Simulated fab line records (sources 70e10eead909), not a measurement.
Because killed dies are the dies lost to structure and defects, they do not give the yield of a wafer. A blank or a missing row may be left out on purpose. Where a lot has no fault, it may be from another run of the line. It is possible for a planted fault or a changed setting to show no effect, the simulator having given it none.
Matching of chambers | flow nandHarc | pecvd-03 running NHARC_A_M1_DEP_33: 3 sister chambers
The step deposits SiCN, target thk 30 nm. 6 wafers are shown with their chamber, then 7 later ones without.

== WAFERS WITH THEIR CHAMBER ==
wafer  | chamber | rfFwdPowerW (W) | heaterPowerW (W)
L079.4 | 1       | 449.4           | 519
L083.3 | 1       | 448.8           | 547
L083.4 | 2       | 449.0           | 592
L083.5 | 0       | 448.7           | 557
L086.1 | 2       | 446.8           | 506
L086.2 | 0       | 449.1           | 522

== WAFERS WHOSE CHAMBER IS MISSING ==
wafer  | rfFwdPowerW (W) | heaterPowerW (W)
L086.6 | 450.9           | 535
L085.3 | 449.3           | 585
L085.5 | 449.3           | 583
L085.6 | 450.1           | 598
L091.1 | 449.3           | 515
L091.2 | 449.3           | 554
L091.4 | 450.0           | 543

== EACH ONE'S CHAMBER ==
wafer  | from the rows above          | in truth
L086.6 | can't be placed: 1 or 0 or 2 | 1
L085.3 | can't be placed: 0 or 1 or 2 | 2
L085.5 | can't be placed: 0 or 1 or 2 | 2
L085.6 | can't be placed: 0 or 1 or 2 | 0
L091.1 | can't be placed: 1 or 0 or 2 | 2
L091.2 | can't be placed: 0 or 1 or 2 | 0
L091.4 | can't be placed: 1 or 0 or 2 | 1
Placed correctly: 0 of 7. From these rows, 7 cannot be placed; in 7 the true chamber is one of the candidates. Number placed wrongly: 0.
How it was worked out, from the rows above alone: a wafer's distance from a chamber is the root of the sum, over the readings, of the square of ((its reading less the chamber's mean) divided by the reading's scatter). If the next closest chamber is less than 2 further off than the closest, the wafer can't be placed; otherwise it belongs to the closest. For every chamber, the mean is computed from those of its wafers that are shown. The scatter: take each reading less its chamber's mean, square it, sum over the shown wafers, divide by the number of wafers less the number of chambers, and take the root.
